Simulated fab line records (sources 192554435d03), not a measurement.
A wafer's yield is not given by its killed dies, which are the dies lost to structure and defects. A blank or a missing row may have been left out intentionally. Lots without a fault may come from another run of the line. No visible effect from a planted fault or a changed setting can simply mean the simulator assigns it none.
fab line records	flow n5_finfet
record: lots: 5	wafers: 14	last_day: 17
route steps=1938 shown DUMMY_GATE@247 SPACER0@258 SD_EPI_N@262 SD_EPI_P@326 BEOL_M4@1111 PASSIVATION@1936
lots with no fault: from the same line, run without faults
start_h: the number of hours between the record's first day and the start of the first shown wafer of the lot	wait_h: how many hours have passed since the lot's step before this one	" repeats the value in the row above	L1.1+2: a row that stands for several wafers	- value missing, or start not given	* or withheld: withheld	< > ~ a bound
route shown NAME@n: a module of which the file shows steps, and the number in the route of the first	usual: mean/standard deviation of fault-free wafers	same: alike in all rows	chamber/n: place in a boat	sites: the reading at each site	_std_site: standard deviation across them	_edge_site: outer sites' mean less inner sites'	radius_mm: for every site, how far away it sits from the centre of the wafer	mask NAME#n: copy n	behind: the most recent tool/chamber to have shaped the wafer	hold: what put the lot on hold/how long, in hours/how the hold closed	device: whichever transistor did not switch (one of n, p or np)	end of line: the route-end tests of the same wafers	a step with no rows: only its recipe	killed: the dies lost at the first sort to structure and to defects; this is not the yield of the wafer	map: the dies of a wafer, with x for killed, . for not killed, _ for no die there
set.NAME: the setting as run; set.NAME@STEP: as run at that earlier step	model.NAME: the simulator's own value behind a step, which no gauge read
lots at selected steps of the route; one table per step, one row per wafer
services: when a tool's chamber went out of use (start_h, in hours from the record's first day, below 0 if earlier), for how many hours, and the reason
== steps ==
step: N5_DUMMY_GATE_ETCH_23
recipe: chemistry: HBr/Cl2/O2	HBr_flow_sccm: 150	Cl2_flow_sccm: 80	O2_flow_sccm: 12	bias_w: 102	target_depth_a: 410	time_s: 22.3	target: poly-Si	mask_material: SiO2	pressure_mtorr: 10	icp_w: 800
step: N5_DUMMY_GATE_ETCH_44
recipe: chemistry: HBr/O2	over_etch_frac: 0.7	target_depth_a: 1275	stop_on: SiO2	ion_energy_ev: 60	bias_w: 20	target: poly-Si	mask_material: SiO2	pressure_mtorr: 20	icp_w: 400	HBr_flow_sccm: 120	O2_flow_sccm: 10
step: N5_DUMMY_GATE_ETCH_42
recipe: chemistry: CHF3/O2	target: SiO2	target_depth_a: 35	time_s: 31	ion_energy_ev: 30	bias_w: 12	pressure_mtorr: 30	source_w: 600	Ar_flow_sccm: 200	CHF3_flow_sccm: 50	O2_flow_sccm: 5
step: N5_DUMMY_GATE_STRIP_48
recipe: chemistry: N2/H2	time_s: 20	power_w: 100	temp_c: 40	pressure_mtorr: 100	rf_frequency_hz: 6e+07	bias_power_w: 3	n2_flow_sccm: 300	h2_flow_sccm: 300
step: N5_DUMMY_GATE_PRECLEAN_33
recipe: chemistry: dHF	time_s: 10	dilution: 750:1	temp_c: 25
step: N5_DUMMY_GATE_PRECLEAN_25
recipe: chemistry: O3/DIW	time_s: 45	temp_c: 22	o3_ppm: 10
step: N5_DUMMY_GATE_PRECLEAN_51
recipe: chemistry: SC2	time_s: 45	temp_c: 35	mix: 1:1:50
step: N5_DUMMY_GATE_SRD_26
recipe: dry: ipa_marangoni	time_s: 30	temp_c: 23	rinse_liquid: diw
step: N5_DUMMY_GATE_UV_OZONE_45
recipe: time_s: 120	pressure_torr: 760	temp_c: 25
step: N5_SPACER0_ALD_07
recipe: material: SiNx	target_thk_a: 20	temp_c: 400	ald_precursor_family: SiH2I2	ald_co_reactant: N2/H2-plasma	pressure_torr: 2
step: N5_SPACER0_ALD_00
recipe: material: SiOCN	target_thk_a: 35	temp_c: 400	ald_precursor_family: alkyl-aminosilane	ald_co_reactant: O2/N2-plasma	pulse_time_s: 3	purge_time_s: 2	co_reactant_purge_time_s: 2	ald_cycles: 58	pressure_torr: 2
usual: ald_cycles: 58/0	heater_power_outer_w: 519/44	heater_power_w: 837/52	precursor_pulse_height_rel: 1.003/0.018
lot.wafer	tool	chamber	start_h	wait_h	ald_cycles	heater_power_outer_w	heater_power_w	precursor_pulse_height_rel	model.SiOCN_of_SPACER0_ALD_00.thk_nm
L911.1	ald_sin-04	1	83.44	0.1	58	552	869	0.997	3.6
L911.3	"	2	"	"	58	473	767	0.980	3.6
L911.5	"	3	"	"	58	465	785	1.018	3.4
L918.2	ald_sin-04	1	121.17	0.1	34	558	889	1.015	2
L918.6	"	2	"	"	34	463	790	1.014	2
L921.2	ald_sin-04	1	138.73	0.1	34	563	876	1.008	2
L921.3	"	0	"	"	58	575	940	0.999	3.4
L921.5	"	1	"	"	58	576	872	1.023	3.4
L923.2	ald_sin-04	2	152.49	0.1	34	459	787	0.997	2
L923.3	"	1	"	"	58	564	864	1.001	3.6
L923.6	"	2	"	"	34	462	777	0.978	2
L925.2	ald_sin-01	2	165.44	0.1	58	493	820	1.016	3.6
L925.3	"	1	"	"	58	585	890	1.004	3.6
L925.5	"	3	"	"	58	534	829	0.996	3.4
step: N5_SPACER0_ALD_08
recipe: material: SiNx	target_thk_a: 20	temp_c: 400	ald_precursor_family: SiH2I2	ald_co_reactant: N2/H2-plasma	pressure_torr: 2
step: N5_SD_EPI_N_COAT_32
recipe: resist: SOC	temp_c: 250	time_s: 60	spin_rpm: 1500	resist_thk_nm: 350
step: N5_SD_EPI_N_COAT_33
recipe: resist: SiARC	temp_c: 220	time_s: 60	spin_rpm: 1500	resist_thk_nm: 35
step: N5_SD_EPI_N_COAT_03
recipe: resist: CAR-ArF-block	spin_rpm: 1500	resist_thk_nm: 150
step: N5_SD_EPI_N_EBR_05
recipe: solvent: PGMEA	ebr_width_mm: 1.5
step: N5_SD_EPI_N_SOFTBAKE_04
recipe: temp_c: 110	time_s: 60	resist: CAR-ArF-block
step: N5_SD_EPI_N_EXPOSE_06
recipe: mask_id: SD_N_BLK	na: 1.35	source_shape: conventional	sigma_outer: 0.8	polarization: unpolarized	target_cd_nm: 120	dose_mj: 39.75
step: N5_SD_EPI_N_PEB_07
recipe: peb_temp_c: 110	peb_time_s: 60	resist: CAR-ArF-block
step: N5_SD_EPI_N_DEVELOP_08
recipe: develop_time_s: 30	developer: TMAH	resist: CAR-ArF-block	dev_temp_c: 23	rinse_liquid: diw	dry: air_spin
step: N5_SD_EPI_N_DESCUM_14
recipe: chemistry: O2	time_s: 7.9	source_power_w: 50	bias_power_w: 20	pressure_mtorr: 20	rf_frequency_hz: 2.712e+07	temp_c: 40	resist: CAR-ArF-block	o2_flow_sccm: 225
step: N5_SD_EPI_N_ETCH_34
recipe: chemistry: CF4	target: SiARC	target_depth_a: 455	mask_material: CAR-ArF-block	time_s: 75.8	ion_energy_ev: 80	pressure_mtorr: 40	source_w: 545	bias_w: 36	Ar_flow_sccm: 100	cf4_flow_sccm: 100	ends: cleared
step: N5_SD_EPI_N_ETCH_35
recipe: chemistry: N2/H2	target: SOC	overetch_a: 1080	mask_material: SiARC	temp_c: 40	ion_energy_ev: 100	source_w: 3000	bias_w: 133	pressure_mtorr: 20	time_s: 486	n2_flow_sccm: 200	h2_flow_sccm: 200
step: N5_SD_EPI_N_STRIP_36
recipe: chemistry: N2/H2	temp_c: 40	n2_flow_sccm: 200	h2_flow_sccm: 200	rf_frequency_hz: 6e+07
step: N5_SD_EPI_N_ETCHBACK_44
recipe: chemistry: CH3F/O2	mode: anisotropic_etchback	target: SiNx	target_depth_a: 145	stop_on: SiO2	over_etch_frac: 0.3	ion_energy_ev: 120	pressure_mtorr: 30	source_w: 395	bias_w: 73	Ar_flow_sccm: 150	CH3F_flow_sccm: 30	O2_flow_sccm: 20
step: N5_SD_EPI_N_ETCH_45
recipe: chemistry: CH3F/O2	target: SiOCN	target_depth_a: 60	mask_material: SOC	ion_energy_ev: 60	bias_w: 29	pressure_mtorr: 15	source_w: 410	Ar_flow_sccm: 150	CH3F_flow_sccm: 30	O2_flow_sccm: 20
step: N5_SD_EPI_N_ETCH_16
recipe: chemistry: CHF3/O2	target: SiO2	target_depth_a: 50	mask_material: SOC	pressure_mtorr: 30	source_w: 650	bias_w: 170	Ar_flow_sccm: 200	CHF3_flow_sccm: 50	O2_flow_sccm: 5	ion_energy_ev: 200
step: N5_SD_EPI_N_STRIP_47
recipe: chemistry: CHF3/O2	resist: SiARC	rf_frequency_hz: 6e+07
step: N5_SD_EPI_N_SD_RECESS_17
recipe: chemistry: HBr/Cl2/O2	target_depth_a: 410	mask_material: SOC	time_s: 23.7	bt_time_s: 3	pressure_mtorr: 10	icp_w: 800	bias_w: 112	HBr_flow_sccm: 150	Cl2_flow_sccm: 80	O2_flow_sccm: 12
step: N5_SD_EPI_N_STRIP_38
recipe: chemistry: N2/H2	power_w: 1000	temp_c: 250	h2_frac: 0.65	overash_fraction: 0.3	pressure_mtorr: withheld	n2_flow_sccm: 1750	h2_flow_sccm: 3250
step: N5_SD_EPI_N_WET_ETCH_43
recipe: chemistry: dHF	dilution: withheld	time_s: 14	target: SiO2	target_depth_a: 15	temp_c: 25
step: N5_SD_EPI_N_STRIP_18
recipe: chemistry: SPM	time_s: 750	temp_c: 130	h2so4_h2o2_vol_ratio: 4
step: N5_SD_EPI_N_SRD_20
recipe: dry: ipa_marangoni	do_ppb: 5	time_s: 30	temp_c: 23	rinse_liquid: diw
step: N5_SD_EPI_N_PRECLEAN_48
recipe: chemistry: NF3:NH3	afs_cycles: 2	temp_c: 30	time_s: 20	sublimation_temp_c: 180	sublimation_time_s: 60	pressure_torr: 3	rf_power_w: 30
step: N5_SD_EPI_N_VAPOR_ETCH_50
recipe: chemistry: HCl	target: Si	temp_c: 775	time_s: 54	pressure_torr: 20	mode: isotropic
step: N5_SD_EPI_N_EPI_21
recipe: material: Si:P	dopant: P	temp_c: 680	pressure_torr: 255	time_s: 690
step: N5_SD_EPI_P_PRECLEAN_32
recipe: chemistry: dHF	time_s: 10	dilution: 500:1	temp_c: 25
usual: temp_c: 25.00/0.11
same: time_s: 10
lot.wafer	tool	chamber	start_h	wait_h	temp_c	model.SiOCN_of_SPACER0_ALD_00.thk_nm
L911.1	wet_bench-04	3	94.19	0.0	25.19	3.4
L911.3	"	5	"	"	24.97	3.4
L911.5	"	1	"	"	24.79	3.4
L918.2	wet_bench-02	0	130.23	0.0	25.05	2
L918.6	"	1	"	"	24.95	2
L921.2	wet_bench-04	5	150.62	0.0	25.03	2
L921.3	"	1	"	"	25.10	3.4
L921.5	"	3	"	"	25.12	3.4
L923.2	wet_bench-04	0	161.73	0.0	25.09	2
L923.3	"	7	"	"	24.80	3.4
L923.6	"	1	"	"	25.00	2
L925.2	wet_bench-02	5	176.69	0.0	25.14	3.4
L925.3	"	0	"	"	25.00	3.4
L925.5	"	2	"	"	24.89	3.4
step: N5_BEOL_M4_RC_MEAS_101
usual: DIBL_N: 36.3/1.2	DIBL_P: 36.3/1.4	IOFF_N: 0.157/0.02	IOFF_N_85C: 3.1/0.33	IOFF_N_LIN: 0.073/0.0078	IOFF_P: 0.22/0.033	IOFF_P_85C: 3.7/0.47	IOFF_P_LIN: 0.103/0.013	ION_N: 675/9.6	ION_P: 465/8.2	REXT_N: 74.5/2.1	REXT_P: 100.1/2.5	SS_N: 71.4/0.45	SS_P: 73.3/0.54	VT_N: 249.8/2.5	VT_N_LVT: 98.8/2.6	VT_P: -249/3.2	VT_P_LVT: -98.3/2.7
lot.wafer	tool	chamber	start_h	wait_h	DIBL_N[mV/V]	DIBL_P[mV/V]	IOFF_N[nA/um]	IOFF_N_85C[nA/um]	IOFF_N_LIN[nA/um]	IOFF_P[nA/um]	IOFF_P_85C[nA/um]	IOFF_P_LIN[nA/um]	ION_N[uA/um]	ION_P[uA/um]	REXT_N[ohm.um]	REXT_P[ohm.um]	SS_N[mV/dec]	SS_P[mV/dec]	VT_N[mV]	VT_N_LVT[mV]	VT_P[mV]	VT_P_LVT[mV]
L911.1	prober-02	0	231.35	0.0	36.4	36.1	0.146	2.9	0.068	0.20	3.4	0.095	672	464	75.7	104.1	71.4	73.2	250.4	99.9	-252	-98.8
L911.3	"	0	"	"	36.2	36.4	0.148	2.9	0.069	0.20	3.5	0.095	671	460	76.7	103.9	72.2	73.5	251.3	98.8	-251	-99.4
L911.5	"	0	"	"	35.3	35.2	0.132	2.6	0.062	0.19	3.2	0.092	666	464	75.4	102.8	71.2	72.3	252.5	100.4	-252	-100.0
L918.2	prober-01	0	269.58	0.2	47.0	45.6	0.475	7.7	0.179	0.67	9.5	0.261	749	518	66.3	85.3	72.9	75.4	230.8	81.1	-229	-78.4
L918.6	"	0	"	"	46.9	46.0	0.481	7.6	0.177	0.66	9.4	0.259	751	516	66.5	85.8	73.4	75.1	230.8	81.6	-229	-78.7
L921.2	prober-02	0	284.87	0.2	47.9	46.1	0.443	7.4	0.161	0.59	8.6	0.238	739	514	63.9	82.7	73.5	75.3	234.2	84.3	-231	-80.4
L921.3	"	0	"	"	36.9	37.5	0.150	3.0	0.070	0.23	3.9	0.107	673	471	75.4	96.6	71.6	73.1	251.8	101.8	-247	-97.7
L921.5	"	0	"	"	37.3	37.6	0.155	3.1	0.071	0.22	3.8	0.106	679	464	75.4	95.6	71.1	73.7	252.0	101.8	-249	-96.9
L923.2	prober-02	0	299.80	0.2	45.7	43.2	0.400	6.8	0.151	0.60	8.7	0.246	743	514	65.3	89.8	73.8	74.9	235.1	84.5	-231	-79.3
L923.3	"	0	"	"	35.3	34.9	0.155	3.1	0.073	0.23	4.0	0.110	689	475	74.9	105.0	71.9	73.4	249.4	99.2	-248	-96.2
L923.6	"	0	"	"	46.1	43.5	0.432	7.2	0.154	0.63	8.9	0.249	737	512	65.2	89.9	73.9	74.9	235.7	84.1	-230	-78.5
L925.2	prober-02	0	300.73	0.3	35.4	37.1	0.135	2.7	0.063	0.20	3.6	0.099	657	460	75.2	98.9	70.9	73.3	252.2	102.7	-251	-99.7
L925.3	"	0	"	"	35.1	36.5	0.133	2.7	0.063	0.19	3.4	0.095	666	462	75.5	98.0	70.9	72.7	251.8	103.1	-251	-100.6
L925.5	"	0	"	"	35.0	36.3	0.129	2.6	0.060	0.20	3.5	0.096	663	465	75.6	97.7	71.1	72.6	252.5	104.4	-251	-99.8
step: N5_PASSIVATION_PROBE_49
usual: defect_limited_yield: 91.1/1.4	killed_at_M0_to_M3: 33/10	killed_at_M4_up: 15/5.8	killed_at_contacts: 13/5.9	killed_at_front_end: 39/11	killed_at_other: 4/3.6	killed_dies: 105/16	killed_open: 68/11	killed_short: 34/7.8	sort_bin_4_leakage: 0/0	sort_bin_5_function: 5.2/0.88	sort_bin_6_memory: 3.3/0.61	sort_n_pass: 1075/16	sort_yield_pct: 91.1/1.4
same: gross_dies: 1180	killed_at_back_side: 0	sort_bin_8_speed[%]: 0
lot.wafer	tool	chamber	start_h	wait_h	defect_limited_yield[%]	killed_at_M0_to_M3	killed_at_M4_up	killed_at_contacts	killed_at_front_end	killed_at_other	killed_dies	killed_open	killed_short	sort_bin_4_leakage[%]	sort_bin_5_function[%]	sort_bin_6_memory[%]	sort_n_pass	sort_yield_pct[%]
L911.1	prober-01	-	340.65	0.0	90.0	27	15	27	44	5	118	83	34	0	6.7	2.9	1062	90.0
L911.3	prober-01	-	340.75	0.1	91.3	11	9	18	63	2	103	73	27	0	5.0	3.6	1077	91.3
L911.5	prober-01	-	340.85	0.2	90.3	30	17	20	40	7	114	75	38	0	5.8	3.3	1066	90.3
L918.2	prober-02	-	371.81	0.1	89.1	43	24	6	44	12	129	74	53	57.54	6.9	3.3	372	31.5
L918.6	prober-02	-	372.01	0.3	90.5	71	14	11	14	2	112	82	30	57.71	5.5	3.8	387	32.8
L921.2	prober-02	-	385.75	0.1	91.4	34	13	24	30	1	102	62	38	46.95	5.3	3.1	524	44.4
L921.3	prober-02	-	385.80	0.1	89.6	35	14	21	52	1	123	80	40	0	6.4	4.1	1057	89.6
L921.5	prober-02	-	385.90	0.2	91.3	45	17	15	26	0	103	67	36	0	5.3	3.3	1077	91.3
L923.2	prober-01	-	406.66	0.1	90.5	37	14	18	38	5	112	68	43	28.22	5.2	4.0	735	62.3
L923.6	prober-01	-	406.86	0.3	89.4	52	12	17	42	2	125	77	47	38.81	6.3	3.5	597	50.6
L925.2	prober-02	-	408.46	0.1	89.8	25	17	22	55	1	120	83	36	0	6.1	3.6	1060	89.8
L925.3	prober-02	-	408.51	0.1	89.3	28	15	17	65	1	126	87	37	0	6.6	3.7	1054	89.3
L925.5	prober-02	-	408.61	0.2	89.5	39	19	26	35	5	124	94	30	0	6.4	4.0	1056	89.5
killed by level:class
L911.1 MOL_CONTACT_COAG:geometric_particle:open=20 FIN_SAQP:geometric_particle:open=16 STI_FIN_REVEAL:geometric_particle:open=8 FIN_SAQP:geometric_particle:short=7 BEOL_M5:geometric_particle:open=7 MOL_CONTACT_COAG:geometric_particle:short=7 BEOL_M0_SAQP:geometric_particle:open=6 BEOL_M3:geometric_particle:open=5
L911.3 STI_FIN_REVEAL:geometric_particle:open=16 MOL_CONTACT_COAG:geometric_particle:open=14 FIN_SAQP:geometric_particle:open=13 FIN_SAQP:geometric_particle:short=7 ILD0:geometric_particle:short=4 ILD0:geometric_particle:open=4 GATE_CUT:geometric_particle:short=4 GATE_CUT:geometric_particle:open=4
L911.5 MOL_CONTACT_COAG:geometric_particle:open=13 FIN_SAQP:geometric_particle:open=9 BEOL_M1:geometric_particle:open=9 BEOL_M2:geometric_particle:open=7 MOL_CONTACT_COAG:geometric_particle:short=6 FIN_SAQP:geometric_particle:short=5 DUMMY_GATE:geometric_particle:open=5 BEOL_M5:geometric_particle:short=5
L918.2 BEOL_M0_SAQP:geometric_particle:short=17 FIN_SAQP:geometric_particle:short=14 BEOL_M4:geometric_particle:open=14 BEOL_M0_SAQP:geometric_particle:open=11 FIN_SAQP:geometric_particle:open=10 BEOL_M2:geometric_particle:open=5 STI_FIN_REVEAL:geometric_particle:open=5 MOL_CONTACT_COAG:geometric_particle:open=5
L918.6 BEOL_M0_SAQP:geometric_particle:open=15 BEOL_M1:geometric_particle:open=13 BEOL_M0_SAQP:geometric_particle:short=12 BEOL_M2:geometric_particle:open=11 MOL_CONTACT_COAG:geometric_particle:open=10 BEOL_M3:geometric_particle:open=8 BEOL_M1:geometric_particle:short=6 BEOL_M4:geometric_particle:open=5
L921.2 MOL_CONTACT_COAG:geometric_particle:open=22 BEOL_M0_SAQP:geometric_particle:short=9 GATE_CUT:geometric_particle:short=8 BEOL_M0_SAQP:geometric_particle:open=6 BEOL_M1:geometric_particle:open=6 BEOL_M2:geometric_particle:open=6 STARTING-WAFER:geometric_particle:short=5 STI_FIN_REVEAL:geometric_particle:open=4
L921.3 MOL_CONTACT_COAG:geometric_particle:open=19 DUMMY_GATE:geometric_particle:open=11 BEOL_M0_SAQP:geometric_particle:short=9 STI_FIN_REVEAL:geometric_particle:open=8 SPACER0:geometric_particle:open=6 GATE_CUT:geometric_particle:short=6 BEOL_M1:geometric_particle:open=5 BEOL_M3:geometric_particle:open=5
L921.5 BEOL_M0_SAQP:geometric_particle:short=15 MOL_CONTACT_COAG:geometric_particle:open=15 BEOL_M0_SAQP:geometric_particle:open=10 BEOL_M2:geometric_particle:open=9 STI_FIN_REVEAL:geometric_particle:open=8 GATE_CUT:geometric_particle:short=4 BEOL_M8:geometric_particle:open=4 DUMMY_GATE:geometric_particle:open=3
L923.2 MOL_CONTACT_COAG:geometric_particle:open=12 BEOL_M0_SAQP:geometric_particle:open=12 FIN_SAQP:geometric_particle:short=11 BEOL_M0_SAQP:geometric_particle:short=10 FIN_SAQP:geometric_particle:open=8 BEOL_M4:geometric_particle:open=8 BEOL_M3:geometric_particle:open=6 MOL_CONTACT_COAG:geometric_particle:short=6
L923.6 MOL_CONTACT_COAG:geometric_particle:open=15 BEOL_M0_SAQP:geometric_particle:open=13 BEOL_M3:geometric_particle:open=12 BEOL_M0_SAQP:geometric_particle:short=11 FIN_SAQP:geometric_particle:short=9 DUMMY_GATE:geometric_particle:open=6 BEOL_M1:geometric_particle:open=6 BEOL_M4:geometric_particle:open=6
L925.2 FIN_SAQP:geometric_particle:open=19 MOL_CONTACT_COAG:geometric_particle:open=18 BEOL_M0_SAQP:geometric_particle:open=7 BEOL_M3:geometric_particle:open=7 BEOL_M6:geometric_particle:open=7 FIN_SAQP:geometric_particle:short=6 DUMMY_GATE:geometric_particle:open=6 BEOL_M0_SAQP:geometric_particle:short=6
L925.3 FIN_SAQP:geometric_particle:open=22 MOL_CONTACT_COAG:geometric_particle:open=14 BEOL_M3:geometric_particle:open=9 FIN_SAQP:geometric_particle:short=8 DUMMY_GATE:geometric_particle:open=7 STARTING-WAFER:geometric_particle:short=6 ILD0:geometric_particle:short=6 BEOL_M4:geometric_particle:open=5
L925.5 MOL_CONTACT_COAG:geometric_particle:open=23 BEOL_M2:geometric_particle:open=13 BEOL_M1:geometric_particle:open=9 BEOL_M4:geometric_particle:open=9 FIN_SAQP:geometric_particle:short=5 FIN_SAQP:geometric_particle:open=5 GATE_CUT:geometric_particle:open=5 BEOL_M5:geometric_particle:open=5
map L918.2 (x killed, . not)
_________________.....x...x.x________________
______________.x................_____________
___________......x............x....__________
__________.x.....x.x................_________
________....x......x.................._______
_______....x....xxx..............x.....______
______.....xx............x.............._____
_____........xx..........................____
____.................x......xx........x...___
___..........xx..x..x..x...xx....x......x..__
___.....x....x...............x....x........__
__..x....x....x......................x......_
__....x.xx.........x.....x.................._
_....................................x.......
_.............x..........xx..................
_x..xx...............x....x................x.
_....x.....x..............xx.................
_...x...............x.x...............x......
_......xx................................x..x
_.....x...x.....x......x.......x.......x.....
_.....x...................x....x.............
__...x........x......x...........xx...x....x_
__..x..........xx.....x...............x...x._
___..............x.........................__
___.xx...x..x.......x.......x..x.......x...__
____.....x......x.x..x............x...x...___
_____x...x...x.x............x..x.........____
______....x..x.x.x.....................x_____
_______..............x..x...x..........______
________.x...........x................_______
__________...x..x...............xx.._________
___________..x.....................__________
______________x................._____________
_________________.....x......________________
map L921.3 (x killed, . not)
_________________............________________
______________.x................_____________
___________.........x............xx__________
__________.x...x.......x............_________
________.....x..................xx..x._______
_______...xx.x......xxx................______
______.....x.....x...........x.........._____
_____...x.......x..x.....................____
____.....x.x.....x...x.xx...........x.xx..___
___...x......x..............xx..x.x...x....__
___.x......x.......x......x............xx..__
__...x....................................x._
__.....x......x............................._
_.....x....xx................................
_x..x.....x..........................x......x
_..........x..................x.........x....
_..........xx.........................x..x...
_x......................x..................x.
_.........x.........x..xxx..................x
_.......................x...x.xx........x....
_x...x.......xx.......x............x.........
__.....x.....................x.............x_
__.........................................x_
___......x............x.........x..........__
___...x..x....xx..xx...x...................__
____.........x....xxx......x..............___
_____...........x....x..x..........x.....____
______...................x.............._____
_______.....x.................x..x.....______
________..x......x.x.....x............_______
__________.x........x.x......x......_________
___________....x.x...x.............__________
______________...............x.._____________
_________________............________________
== services ==
tool	chamber	start_h	hours	kind
ald_sin-04	3	85.24	15.2	repair
ald_sin-01	3	89.03	4.4	repair
== key ==
first_sign: step: N5_SPACER0_ALD_00	reading: ald_cycles	direction: down	sigmas: 99+	usual: *	struck: *
effect: step: N5_BEOL_M4_RC_MEAS_101	reading: IOFF_N	direction: up	sigmas: 15	usual: 0.157	struck: 0.446
effect: step: N5_BEOL_M4_RC_MEAS_101	reading: IOFF_N_85C	direction: up	sigmas: 13	usual: 3.1	struck: 7.3
effect: step: N5_BEOL_M4_RC_MEAS_101	reading: IOFF_P	direction: up	sigmas: 13	usual: 0.22	struck: 0.63
effect: step: N5_BEOL_M4_RC_MEAS_101	reading: IOFF_N_LIN	direction: up	sigmas: 12	usual: 0.073	struck: 0.165
effect: step: N5_BEOL_M4_RC_MEAS_101	reading: IOFF_P_LIN	direction: up	sigmas: 11	usual: 0.103	struck: 0.251
effect: step: N5_BEOL_M4_RC_MEAS_101	reading: IOFF_P_85C	direction: up	sigmas: 11	usual: 3.7	struck: 9.0
effect: step: N5_BEOL_M4_RC_MEAS_101	reading: DIBL_N	direction: up	sigmas: 8.9	usual: 36.3	struck: 46.7
effect: step: N5_BEOL_M4_RC_MEAS_101	reading: VT_P_LVT	direction: up	sigmas: 7.2	usual: -98.3	struck: -79.1
effect: step: N5_BEOL_M4_RC_MEAS_101	reading: ION_N	direction: up	sigmas: 7.1	usual: 675	struck: 744
effect: step: N5_BEOL_M4_RC_MEAS_101	reading: VT_N	direction: down	sigmas: 6.7	usual: 249.8	struck: 233.3
effect: step: N5_BEOL_M4_RC_MEAS_101	reading: DIBL_P	direction: up	sigmas: 6.3	usual: 36.3	struck: 44.9
effect: step: N5_BEOL_M4_RC_MEAS_101	reading: ION_P	direction: up	sigmas: 6.1	usual: 465	struck: 515
effect: step: N5_PASSIVATION_PROBE_49	reading: sort_bin_4_leakage	direction: up	sigmas: 99+	usual: 0	struck: 45.85
model_effect: step: N5_SPACER0_ALD_00	value: SiOCN_of_SPACER0_ALD_00.thk_nm	without: 3.56	struck: 2
model_effect: step: N5_SD_EPI_P_PRECLEAN_32	value: SiOCN_of_SPACER0_ALD_00.thk_nm	without: 3.4	struck: 2
met_at N5_SPACER0_ALD_00
struck_wafers L918.2,L918.6,L921.2,L923.2,L923.6
onset_between 83.44 121.17
fault: kind: process_parameter_drift	tool: ald_sin-04	chamber: -	onset_h: 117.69	steps: N5_SPACER0_ALD_00	channel: ald_cycles	offset: *	shape: step	end_h: 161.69	scope: struck_wafers_only	acts_in: *	stated: *
